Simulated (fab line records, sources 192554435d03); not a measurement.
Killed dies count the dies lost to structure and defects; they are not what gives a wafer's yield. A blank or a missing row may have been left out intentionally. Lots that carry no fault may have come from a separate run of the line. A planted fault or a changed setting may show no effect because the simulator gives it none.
A sampling plan put to the test -- flow n5Finfet -- one fab line, 44 faults that these records tell of, each judged on the records of the lots that it struck; 1 more is left out, because the records don't allow judging it
The plan is the line's own looks: the steps of the route at which a gauge or an inspection reads the wafer and doesn't change it. A look can be judged if struck wafers have a number there and the file gives its usual mean and standard deviation on fault-free wafers. Caught: at a look after the fault's first step, the mean of the struck wafers lies 4 or more of those standard deviations (sigma) from the usual mean. On the tool: the identical test, applied to the tool's own readings at the steps of the fault. It also counts as caught if the struck wafers ran another recipe or if their record alone is blank.

## THE FAULTS, as the simulator had put them in
1. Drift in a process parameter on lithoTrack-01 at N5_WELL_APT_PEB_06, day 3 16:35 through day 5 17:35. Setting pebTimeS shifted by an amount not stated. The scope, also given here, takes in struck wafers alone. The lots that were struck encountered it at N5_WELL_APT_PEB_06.
2. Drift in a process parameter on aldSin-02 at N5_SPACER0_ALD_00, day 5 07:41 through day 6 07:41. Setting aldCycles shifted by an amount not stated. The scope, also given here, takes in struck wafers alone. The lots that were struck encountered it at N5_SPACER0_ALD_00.
3. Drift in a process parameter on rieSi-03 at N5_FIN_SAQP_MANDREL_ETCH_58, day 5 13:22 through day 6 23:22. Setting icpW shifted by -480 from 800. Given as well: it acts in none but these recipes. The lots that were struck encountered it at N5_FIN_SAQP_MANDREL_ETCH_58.
4. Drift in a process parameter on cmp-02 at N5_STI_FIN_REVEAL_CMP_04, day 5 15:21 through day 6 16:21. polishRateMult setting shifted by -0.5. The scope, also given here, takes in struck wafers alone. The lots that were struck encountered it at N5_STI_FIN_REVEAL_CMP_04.
5. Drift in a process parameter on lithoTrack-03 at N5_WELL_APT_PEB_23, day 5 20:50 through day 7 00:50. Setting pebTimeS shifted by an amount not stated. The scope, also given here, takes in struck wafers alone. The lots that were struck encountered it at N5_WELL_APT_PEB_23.
6. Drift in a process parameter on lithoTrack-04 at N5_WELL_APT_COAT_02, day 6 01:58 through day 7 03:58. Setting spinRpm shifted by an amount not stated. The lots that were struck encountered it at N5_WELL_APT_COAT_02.
7. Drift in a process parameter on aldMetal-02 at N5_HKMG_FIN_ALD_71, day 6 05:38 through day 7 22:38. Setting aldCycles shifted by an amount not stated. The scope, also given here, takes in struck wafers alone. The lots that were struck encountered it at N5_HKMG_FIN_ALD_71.
8. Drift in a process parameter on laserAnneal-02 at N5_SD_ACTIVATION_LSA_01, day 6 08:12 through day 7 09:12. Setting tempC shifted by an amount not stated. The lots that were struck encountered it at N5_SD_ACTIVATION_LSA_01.
9. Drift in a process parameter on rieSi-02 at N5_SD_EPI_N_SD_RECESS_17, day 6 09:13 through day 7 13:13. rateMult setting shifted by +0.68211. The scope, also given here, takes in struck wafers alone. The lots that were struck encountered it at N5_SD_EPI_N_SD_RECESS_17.
10. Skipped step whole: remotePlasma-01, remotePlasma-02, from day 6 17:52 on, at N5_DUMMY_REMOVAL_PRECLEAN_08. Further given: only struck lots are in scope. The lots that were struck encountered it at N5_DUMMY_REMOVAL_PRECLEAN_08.
11. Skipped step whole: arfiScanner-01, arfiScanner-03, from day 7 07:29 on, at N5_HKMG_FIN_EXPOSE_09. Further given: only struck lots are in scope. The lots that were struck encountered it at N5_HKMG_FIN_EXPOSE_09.
12. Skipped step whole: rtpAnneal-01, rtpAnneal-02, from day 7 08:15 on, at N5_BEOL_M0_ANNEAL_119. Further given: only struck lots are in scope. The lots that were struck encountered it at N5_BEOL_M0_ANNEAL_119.
13. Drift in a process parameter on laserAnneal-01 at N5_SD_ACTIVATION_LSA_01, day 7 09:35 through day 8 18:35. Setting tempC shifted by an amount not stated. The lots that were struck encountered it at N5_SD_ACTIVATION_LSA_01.
14. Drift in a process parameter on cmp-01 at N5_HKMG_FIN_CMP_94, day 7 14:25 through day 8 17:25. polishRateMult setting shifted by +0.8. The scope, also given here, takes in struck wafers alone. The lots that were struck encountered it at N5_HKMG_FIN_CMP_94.
15. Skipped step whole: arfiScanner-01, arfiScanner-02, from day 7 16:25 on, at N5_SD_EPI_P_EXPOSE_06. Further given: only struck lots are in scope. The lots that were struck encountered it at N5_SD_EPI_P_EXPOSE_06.
16. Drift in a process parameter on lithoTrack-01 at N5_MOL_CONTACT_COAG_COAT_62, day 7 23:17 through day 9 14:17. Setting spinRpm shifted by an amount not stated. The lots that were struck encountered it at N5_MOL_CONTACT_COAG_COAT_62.
17. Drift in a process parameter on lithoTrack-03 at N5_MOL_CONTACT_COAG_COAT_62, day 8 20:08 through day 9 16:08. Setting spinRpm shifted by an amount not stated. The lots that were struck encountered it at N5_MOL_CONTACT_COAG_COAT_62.
18. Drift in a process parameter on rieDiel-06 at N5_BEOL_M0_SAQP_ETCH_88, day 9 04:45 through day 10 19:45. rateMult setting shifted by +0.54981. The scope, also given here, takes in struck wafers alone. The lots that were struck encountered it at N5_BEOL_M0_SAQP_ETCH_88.
19. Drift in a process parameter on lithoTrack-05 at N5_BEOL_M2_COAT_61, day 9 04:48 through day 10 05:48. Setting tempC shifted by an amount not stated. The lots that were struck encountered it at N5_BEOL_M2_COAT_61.
20. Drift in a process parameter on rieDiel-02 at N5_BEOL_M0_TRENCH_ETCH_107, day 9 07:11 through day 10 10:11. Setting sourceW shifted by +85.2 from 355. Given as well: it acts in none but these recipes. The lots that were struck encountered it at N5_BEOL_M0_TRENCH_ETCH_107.
21. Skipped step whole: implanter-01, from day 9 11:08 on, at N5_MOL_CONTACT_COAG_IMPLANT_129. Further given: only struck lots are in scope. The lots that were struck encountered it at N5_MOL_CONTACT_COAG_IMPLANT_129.
22. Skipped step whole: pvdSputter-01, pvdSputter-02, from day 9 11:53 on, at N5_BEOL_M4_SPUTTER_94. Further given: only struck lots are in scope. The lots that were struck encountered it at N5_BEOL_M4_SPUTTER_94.
23. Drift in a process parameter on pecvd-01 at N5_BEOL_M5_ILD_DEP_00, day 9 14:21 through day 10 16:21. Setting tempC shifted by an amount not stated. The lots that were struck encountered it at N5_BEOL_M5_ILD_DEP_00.
24. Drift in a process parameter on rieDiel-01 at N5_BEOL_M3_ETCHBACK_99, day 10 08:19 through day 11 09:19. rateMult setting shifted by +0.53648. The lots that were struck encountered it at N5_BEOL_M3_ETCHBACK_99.
25. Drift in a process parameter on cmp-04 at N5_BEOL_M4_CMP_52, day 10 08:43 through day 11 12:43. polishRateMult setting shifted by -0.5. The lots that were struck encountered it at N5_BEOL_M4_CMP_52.
26. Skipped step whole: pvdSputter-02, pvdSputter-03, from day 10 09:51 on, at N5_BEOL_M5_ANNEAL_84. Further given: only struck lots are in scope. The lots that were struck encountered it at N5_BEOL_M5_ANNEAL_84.
27. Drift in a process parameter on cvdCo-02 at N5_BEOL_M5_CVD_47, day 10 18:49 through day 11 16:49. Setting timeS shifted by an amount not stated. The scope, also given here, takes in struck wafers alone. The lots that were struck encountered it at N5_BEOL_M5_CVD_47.
28. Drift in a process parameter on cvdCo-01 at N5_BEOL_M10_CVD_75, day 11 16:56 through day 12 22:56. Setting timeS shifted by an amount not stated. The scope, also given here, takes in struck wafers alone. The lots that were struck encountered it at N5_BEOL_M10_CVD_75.
29. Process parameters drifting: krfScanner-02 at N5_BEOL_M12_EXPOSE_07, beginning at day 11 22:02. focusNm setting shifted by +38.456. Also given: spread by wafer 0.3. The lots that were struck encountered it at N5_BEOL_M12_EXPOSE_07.
30. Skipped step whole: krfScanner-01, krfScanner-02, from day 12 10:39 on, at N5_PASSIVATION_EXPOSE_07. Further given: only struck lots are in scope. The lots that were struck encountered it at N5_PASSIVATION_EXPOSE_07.
31. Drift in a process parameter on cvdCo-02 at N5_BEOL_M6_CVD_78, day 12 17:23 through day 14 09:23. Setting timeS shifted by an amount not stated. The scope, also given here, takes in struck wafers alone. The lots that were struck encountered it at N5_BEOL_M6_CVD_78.
32. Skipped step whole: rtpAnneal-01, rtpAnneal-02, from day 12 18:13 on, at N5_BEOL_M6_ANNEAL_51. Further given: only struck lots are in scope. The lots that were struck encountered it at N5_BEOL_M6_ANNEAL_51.
33. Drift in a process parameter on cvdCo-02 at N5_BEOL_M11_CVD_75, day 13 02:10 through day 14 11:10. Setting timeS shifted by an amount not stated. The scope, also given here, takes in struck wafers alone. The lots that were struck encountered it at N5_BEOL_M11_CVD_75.
34. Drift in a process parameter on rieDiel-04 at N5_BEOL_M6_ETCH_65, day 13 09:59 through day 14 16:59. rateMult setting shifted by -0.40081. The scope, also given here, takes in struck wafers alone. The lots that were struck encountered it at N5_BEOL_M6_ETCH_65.
35. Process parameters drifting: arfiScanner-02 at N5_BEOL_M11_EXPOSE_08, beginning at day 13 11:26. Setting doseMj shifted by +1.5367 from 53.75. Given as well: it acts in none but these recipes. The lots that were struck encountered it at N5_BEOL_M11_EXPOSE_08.
36. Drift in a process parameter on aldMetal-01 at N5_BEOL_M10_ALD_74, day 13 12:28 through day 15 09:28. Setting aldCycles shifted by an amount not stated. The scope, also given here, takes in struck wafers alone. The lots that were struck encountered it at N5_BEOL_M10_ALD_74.
37. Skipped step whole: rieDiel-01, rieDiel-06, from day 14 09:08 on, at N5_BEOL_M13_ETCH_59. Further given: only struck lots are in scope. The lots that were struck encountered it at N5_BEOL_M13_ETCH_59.
38. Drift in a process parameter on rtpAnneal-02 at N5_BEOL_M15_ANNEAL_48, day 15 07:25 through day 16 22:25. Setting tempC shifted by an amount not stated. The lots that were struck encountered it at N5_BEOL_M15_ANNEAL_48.
39. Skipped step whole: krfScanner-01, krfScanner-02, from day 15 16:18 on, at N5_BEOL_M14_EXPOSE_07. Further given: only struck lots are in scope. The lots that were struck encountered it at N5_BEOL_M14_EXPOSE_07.
40. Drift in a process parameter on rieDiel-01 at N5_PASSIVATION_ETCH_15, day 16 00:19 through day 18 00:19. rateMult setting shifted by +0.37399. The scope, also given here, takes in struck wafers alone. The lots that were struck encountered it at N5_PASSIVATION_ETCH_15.
41. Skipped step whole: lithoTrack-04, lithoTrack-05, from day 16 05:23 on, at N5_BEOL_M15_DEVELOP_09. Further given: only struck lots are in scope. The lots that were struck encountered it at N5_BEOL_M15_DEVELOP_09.
42. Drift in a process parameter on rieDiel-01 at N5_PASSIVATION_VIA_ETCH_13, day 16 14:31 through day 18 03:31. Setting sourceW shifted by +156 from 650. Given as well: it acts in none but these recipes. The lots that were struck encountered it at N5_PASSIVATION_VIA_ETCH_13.
43. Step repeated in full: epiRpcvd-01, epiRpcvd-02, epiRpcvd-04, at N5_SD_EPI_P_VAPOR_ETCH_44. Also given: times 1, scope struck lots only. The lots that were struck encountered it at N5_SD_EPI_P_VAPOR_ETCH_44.
44. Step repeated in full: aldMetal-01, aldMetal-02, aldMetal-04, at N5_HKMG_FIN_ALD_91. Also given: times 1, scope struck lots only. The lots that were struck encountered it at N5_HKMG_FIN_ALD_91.

## WHAT THE PLAN SAW
fault,on the tool itself,first look that catches it,"reading, sigma",median hours from its first step to that look,hours from the fault's start to the first struck lot there,judged looks passed uncaught
1,heaterPowerTotalW +9.2 sigma,no look after it can be judged,-,-,-,0
2,under 2 sigma,no look after it can be judged,-,-,-,0
3,rfFwdPowerW -99 or beyond sigma,no look after it can be judged,-,-,-,0
4,timeToEndpointS +15 sigma,no look after it can be judged,-,-,-,0
5,heaterPowerTotalW +10 sigma,no look after it can be judged,-,-,-,0
6,spinSpeedRpm -57 sigma,not the one look that can be judged after it,-,-,-,1
7,under 2 sigma,no look after it can be judged,-,-,-,0
8,wafer_temp_C_max +6.9 sigma,none of the 2 looks that can be judged after it,-,-,-,2
9,oesProductAu +11 sigma,no look after it can be judged,-,-,-,0
10,the tool's record is blank for the struck wafers,no look after it can be judged,-,-,-,0
11,no reading that can be judged,no look after it can be judged,-,-,-,0
12,the tool's record is blank for the struck wafers,no look after it can be judged,-,-,-,0
13,wafer_temp_C_max +25 sigma,no look after it can be judged,-,-,-,0
14,under 2 sigma,not the one look that can be judged after it,-,-,-,1
15,no reading that can be judged,no look after it can be judged,-,-,-,0
16,spinSpeedRpm -99 or beyond sigma,no look after it can be judged,-,-,-,0
17,spinSpeedRpm +73 sigma,not the one look that can be judged after it,-,-,-,1
18,etchRfOnTimeS -12 sigma,not the one look that can be judged after it,-,-,-,1
19,plateTempC -18 sigma,not the one look that can be judged after it,-,-,-,1
20,rfFwdPowerW +49 sigma,not the one look that can be judged after it,-,-,-,1
21,the tool's record is blank for the struck wafers,no look after it can be judged,-,-,-,0
22,the tool's record is blank for the struck wafers,not the one look that can be judged after it,-,-,-,1
23,susceptorTempC +26 sigma,no look after it can be judged,-,-,-,0
24,oesProductAu +6.2 sigma,not the one look that can be judged after it,-,-,-,1
25,overpolishRunS -99 or beyond sigma,N5_BEOL_M4_THK_MEAS_53,M4_THK +53,0.2,6,0
26,the tool's record is blank for the struck wafers,no look after it can be judged,-,-,-,0
27,runLengthS -8.5 sigma,no look after it can be judged,-,-,-,0
28,runLengthS -99 or beyond sigma,no look after it can be judged,-,-,-,0
29,exposureDoseMJCm2 +4.6 sigma,no look after it can be judged,-,-,-,0
30,no reading that can be judged,no look after it can be judged,-,-,-,0
31,runLengthS -99 or beyond sigma,no look after it can be judged,-,-,-,0
32,the tool's record is blank for the struck wafers,none of the 2 looks that can be judged after it,-,-,-,2
33,runLengthS -59 sigma,not the one look that can be judged after it,-,-,-,1
34,etchRfOnTimeS +22 sigma,no look after it can be judged,-,-,-,0
35,exposureDoseMJCm2 +22 sigma,not the one look that can be judged after it,-,-,-,1
36,under 2 sigma,no look after it can be judged,-,-,-,0
37,the tool's record is blank for the struck wafers,no look after it can be judged,-,-,-,0
38,wafer_temp_C_max +82 sigma,no look after it can be judged,-,-,-,0
39,no reading that can be judged,no look after it can be judged,-,-,-,0
40,only faintly: oesProductAu +3.4 sigma,not the one look that can be judged after it,-,-,-,1
41,the tool's record is blank for the struck wafers,no look after it can be judged,-,-,-,0
42,rfFwdPowerW +87 sigma,no look after it can be judged,-,-,-,0
43,under 2 sigma,no look after it can be judged,-,-,-,0
44,under 2 sigma,no look after it can be judged,-,-,-,0
A dash: the fault is not caught, or the number is missing from these records.

Caught at a look: 1 of 44. Caught on the tool: 33 of 44. By one or the other: 33 of 44.
Faults caught by the tool alone: 1, 3, 4, 5, 6, 8, 9, 10, 12, 13, 16, 17, 18, 19, 20, 21, 22, 23, 24, 26, 27, 28, 29, 31, 32, 33, 34, 35, 37, 38, 41, 42.
Caught by neither: faults 2, 7, 11, 14, 15, 30, 36, 39, 40, 43, 44.

## THINNER SAMPLING
Were the look that catches a fault to measure just every second or every third lot (counted by lot number), the first struck lot would, at worst, be measured this late:
fault,"struck lots at that look, in order of time",every lot,every second lot,every third lot
25,"L477, L478",6 h,11 h,may miss all 2
The hour figures run from when the fault began to the first measured lot among those it struck. The limit of 4 sigma was tested on all struck wafers together, so one lot alone may lie under it. Other struck lots may not be in these records.

## THE LONGEST TIMED WAY FROM STEP TO LOOK
Fault 25: a median of 0.2 hours passes between N5_BEOL_M4_CMP_52 and N5_BEOL_M4_THK_MEAS_53. No look between them can be judged.
